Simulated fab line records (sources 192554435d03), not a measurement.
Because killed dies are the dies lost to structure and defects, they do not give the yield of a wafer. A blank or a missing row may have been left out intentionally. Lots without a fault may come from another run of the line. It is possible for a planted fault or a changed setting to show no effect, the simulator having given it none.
Struck lot and sound lot, side by side :: flow n5-finfet :: 14 out of 1938 route steps
Sound: wafers L986.1, L986.4, L986.5. The struck wafers were L976.1, L976.3, L976.6. At the end, the cause is stated.
At each step with rows: each side's tool, then ch and its chambers, then its first start. Under that, the readings that differ: sound wafers :: struck wafers :: difference of the means :: sigmas: that difference in standard deviations of wafers without a fault.
alike: words and numbers the same on both sides, and readings whose means are apart by under 2 such deviations; not compared: readings that were withheld, readings missing a value for some wafer, numbers with overlapping values and no deviation given by the record, and bounds like >300 which may hide the same value.
A row with sigmas, a row that says differs or no value, or rows on one side alone: a step with any of these is where the two part. When numbers do not overlap yet have no deviation, they are printed without sigmas and do not part them. A reading that every wafer of one side lacks parts them only if that side has two wafers or more.

N5_BEOL_M11_ILD_DEP_00: deposits SiCOH lowk from DEMS/porogen, target thk 308.51 nm, time 58 s.
  sound on pecvd-01 ch 0,1,2, day 16 08:41; struck on pecvd-01 ch 1,2, day 15 06:49
  alike: heater-power-w, showerhead-plenum-p-Torr, throttle-valve-pct
N5_BEOL_M11_CURE_71: cures SiCOH lowk, time 240 s.
  sound on uv-cure-01 ch 1, day 16 08:46; struck on uv-cure-01 ch 1, day 15 06:53
  alike: lamp-power-pct, wafer_temp_C_max
N5_BEOL_M11_THK_MEAS_01:
  sound on film-metro-02, day 16 09:16; struck on film-metro-02, day 15 07:24
  alike: M11_ILD_THK
N5_BEOL_M11_PECVD_70: deposits SiO2 from TEOS/O2, target thk 20 nm, time 22.7 s.
  sound on pecvd-03 ch 1,2, day 16 09:19; struck on pecvd-04 ch 1,2, day 15 07:26
  alike: heater-power-w, showerhead-plenum-p-Torr, throttle-valve-pct
N5_BEOL_M11_HM_DEP_02: deposits TiN, target thk 20 nm.
  sound on pvd-sputter-01, day 16 10:03; struck on pvd-sputter-02, day 15 07:48
  alike: throttle-valve-pct
then, 7 steps without rows for these wafers: N5_BEOL_M11_COAT_59 (time 60 s, resist thk 100 nm); N5_BEOL_M11_COAT_60 (time 60 s, resist thk 30 nm); N5_BEOL_M11_COAT_05 (resist thk 90 nm); N5_BEOL_M11_EBR_07; N5_BEOL_M11_SOFTBAKE_06 (time 60 s); N5_BEOL_M11_EXPOSE_08 (exposes mask M11); N5_BEOL_M11_PEB_09 (peb time 60 s).
N5_BEOL_M11_DEVELOP_10: develop time 30 s.
  struck on litho-track-05, day 15 08:07; sound on litho-track-01 ch 0, day 16 10:22
  no value came back on the struck wafers for chill-plate-temp-C (C), develop-time-s (s); on the sound wafers chill-plate-temp-C (C) reads 22.90 22.91 23.03
reading: model.CAR-ArF_of_BEOL_M11_COAT_05.thk-nm (nm)
sound: 88.4 88.2 88.2
struck: 90.2 90 90
difference: +1.8
sigmas: 
N5_BEOL_M11_CD_MEAS_11: target cd 64.1 nm.
  sound on cd-sem-03 ch 0, day 16 10:25; struck on cd-sem-02 ch 0, day 15 08:10
reading: cd-nm (nm)
sound: 64.7 65.0 64.4
struck: - - -
difference: no value on the struck wafers
sigmas: 

WHERE THEY PART
First at N5_BEOL_M11_DEVELOP_10; last, within this record, at N5_BEOL_M11_CD_MEAS_11.

WHY: what the simulator had put in
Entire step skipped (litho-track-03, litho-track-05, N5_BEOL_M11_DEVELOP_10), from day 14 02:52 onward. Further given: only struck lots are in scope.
